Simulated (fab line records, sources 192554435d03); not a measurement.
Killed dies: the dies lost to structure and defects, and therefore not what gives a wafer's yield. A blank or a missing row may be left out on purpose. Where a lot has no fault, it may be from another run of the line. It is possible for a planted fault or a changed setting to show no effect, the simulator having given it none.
Comparing a struck lot with a sound one	flow n5 finfet	38 out of 1938 route steps
Sound: these wafers, L671.3, L671.5, L671.6. The struck wafers were L661.3, L661.5, L661.6. The cause comes at the end.
At each step with rows: each side's tool, then ch and its chambers, then its first start. Under that, the readings that differ: sound wafers	struck wafers	difference of the means	sigmas: that difference in standard deviations of wafers without a fault.
alike: readings with means less than 2 such deviations apart, plus words and numbers identical on both sides. not compared: withheld readings, readings lacking a value on some wafer, bounds such as >300 that could conceal the same value, and numbers that have no deviation in the record and whose values overlap.
The two part at a step that has a row with sigmas, a row that says differs or no value, or rows on one side only. Non-overlapping numbers with no deviation appear without sigmas and do not part them. A reading that every wafer of one side lacks parts them only if that side has two wafers or more.

first, 11 steps without rows for these wafers: N5_BEOL_M0_SAQP_STRIP_108 (strips in N2/H2); N5_BEOL_M0_SAQP_RECESS_109 (chemistry HF/NH3, target SiO2, target depth 3 nm, afs cycles 1, sublimation time 60 s); N5_BEOL_M0_SAQP_SPACER2_ALD_26 (deposits SiO2, target thk 15 nm, pulse time 1 s, purge time 2 s); N5_BEOL_M0_SAQP_SPACER2_ETCHBACK_27 (etches SiO2 in CHF3/O2, target depth 22.5 nm, time 11.25 s); N5_BEOL_M0_SAQP_MANDREL2_REMOVE_110 (chemistry HBr/Cl2/O2, target a-Si, stops on SiCN, bt time 10 s); N5_BEOL_M0_SAQP_COAT_69 (time 60 s, resist thk 90 nm); N5_BEOL_M0_SAQP_COAT_72 (time 60 s, resist thk 15 nm); N5_BEOL_M0_SAQP_COAT_87 (time 60 s, resist thk 5 nm); N5_BEOL_M0_SAQP_COAT_34 (resist thk 30 nm); N5_BEOL_M0_SAQP_EBR_36; N5_BEOL_M0_SAQP_SOFTBAKE_35 (time 60 s).
N5_BEOL_M0_SAQP_EXPOSE_37: exposes mask M0 CUT1, target cd 30 nm.
  sound on euv scanner-01 ch 0, day 11 02:49; struck on euv scanner-02 ch 0, day 8 21:05
reading	sound	struck	difference	sigmas
exposure dose mJ cm2	44.76 44.66 44.64	41.03 40.99 41.03	-3.67	-16
  alike: mask, reticle temp C
then, 2 steps without rows for these wafers: N5_BEOL_M0_SAQP_PEB_38 (peb time 60 s); N5_BEOL_M0_SAQP_DEVELOP_39 (develop time 30 s).
N5_BEOL_M0_SAQP_CD_MEAS_40: target cd 30 nm.
  sound on cd sem-03 ch 0, day 11 02:57; struck on cd sem-02 ch 0, day 8 21:13
reading	sound	struck	difference	sigmas
cd nm (nm)	30.08 29.98 29.93	27.80 27.98 28.06	-2.05	-8
N5_BEOL_M0_SAQP_DESCUM_45: chemistry O2, time 7 s.
  sound on rie diel-01 ch 1,2, day 11 03:04; struck on rie diel-01 ch 1,2, day 8 21:20
reading	sound	struck	difference	sigmas
model.BEOL_M0_SAQP.cd nm (nm)	30 30 29.8	27.8 27.8 28	-2.1	
  alike: drypump motor current A, oes product au, rf fwd power W, rf vpp V, showerhead plenum p Torr, throttle valve pct
  not compared: rf hours counter h
then, 6 steps without rows for these wafers: N5_BEOL_M0_SAQP_ETCH_88 (etches underlayer in N2/H2, target depth 6.5 nm, time 5.2 s); N5_BEOL_M0_SAQP_ETCH_73 (etches SiARC in CF4, target depth 19.5 nm, time 32.5 s); N5_BEOL_M0_SAQP_CUT_ETCH_46 (etches SOC in N2/H2, target depth 135 nm, overetch 27 nm, time 202.5 s); N5_BEOL_M0_SAQP_STRIP_74 (strips in N2/H2); N5_BEOL_M0_SAQP_STRIP_89 (strips in N2/H2); N5_BEOL_M0_SAQP_ALD_48 (deposits SiO2, target thk 20 nm, pulse time 1 s, co reactant pulse time 1 s).
N5_BEOL_M0_SAQP_ETCH_49: etches SiO2 in CF4/O2, target depth 37 nm.
  sound on rie diel-01 ch 1,2, day 11 03:55; struck on rie diel-06 ch 0,2,3, day 8 22:59
reading	sound	struck	difference	sigmas
model.BEOL_M0_SAQP.cd nm (nm)	29.8 29.8 30	27.6 27.6 28	-2.1	
  alike: drypump motor current A, oes product au, rf fwd power W, rf vpp V, showerhead plenum p Torr, throttle valve pct
  not compared: rf hours counter h
then, 13 steps without rows for these wafers: N5_BEOL_M0_SAQP_STRIP_75 (strips in CF4); N5_BEOL_M0_CUTY_COAT_50 (time 60 s, resist thk 15 nm); N5_BEOL_M0_CUTY_COAT_51 (resist thk 150 nm); N5_BEOL_M0_CUTY_EBR_52; N5_BEOL_M0_CUTY_SOFTBAKE_53 (time 60 s); N5_BEOL_M0_CUTY_EXPOSE_54 (exposes mask M0 ABLK); N5_BEOL_M0_CUTY_PEB_55 (peb time 60 s); N5_BEOL_M0_CUTY_DEVELOP_56 (develop time 30 s); N5_BEOL_M0_CUTY_DESCUM_61 (chemistry O2, time 7.9 s); N5_BEOL_M0_CUTY_ETCH_62 (etches SiARC in CF4, time 58.5 s); N5_BEOL_M0_CUTY_ETCH_63 (etches SOC in N2/H2, target depth 82.7 nm, overetch 16.5 nm, time 124 s); N5_BEOL_M0_CUTY_STRIP_64 (strips in N2/H2); N5_BEOL_M0_ETCH_138 (etches SiCN in CH3F/O2, target depth 12 nm, time 31.6 s).
-- here the record skips 2 days between the struck wafers' starts before and after, leaving off in module BEOL_M0 and picking up in module BEOL_M4 (first step shown: number 1111 of the route) --
N5_BEOL_M4_RC_MEAS_101:
  sound on prober-02 ch 0, day 13 07:31; struck on prober-01 ch 0, day 11 01:11
  alike: DIBL_N, DIBL_P, IOFF_N, IOFF_P, ION_N, ION_P, SS_N, SS_P, VT_N, VT_P
-- the record jumps here: 5 days lie between the struck wafers' starts before and after (it left off in module BEOL_M4 and takes up again in module PASSIVATION, whose first step shown is number 1936 of the route) --
N5_PASSIVATION_PROBE_49:
  rows exist in the record for the struck wafers here (prober-02, day 16 01:24), but not for the sound ones

WHERE THEY PART
Last at N5_PASSIVATION_PROBE_49 as far as this record goes, first at N5_BEOL_M0_SAQP_EXPOSE_37.

WHY: what the simulator had put in
Process parameters drifting: euv scanner-02 at N5_BEOL_M0_SAQP_EXPOSE_37, beginning at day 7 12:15. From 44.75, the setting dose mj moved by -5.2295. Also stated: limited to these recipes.
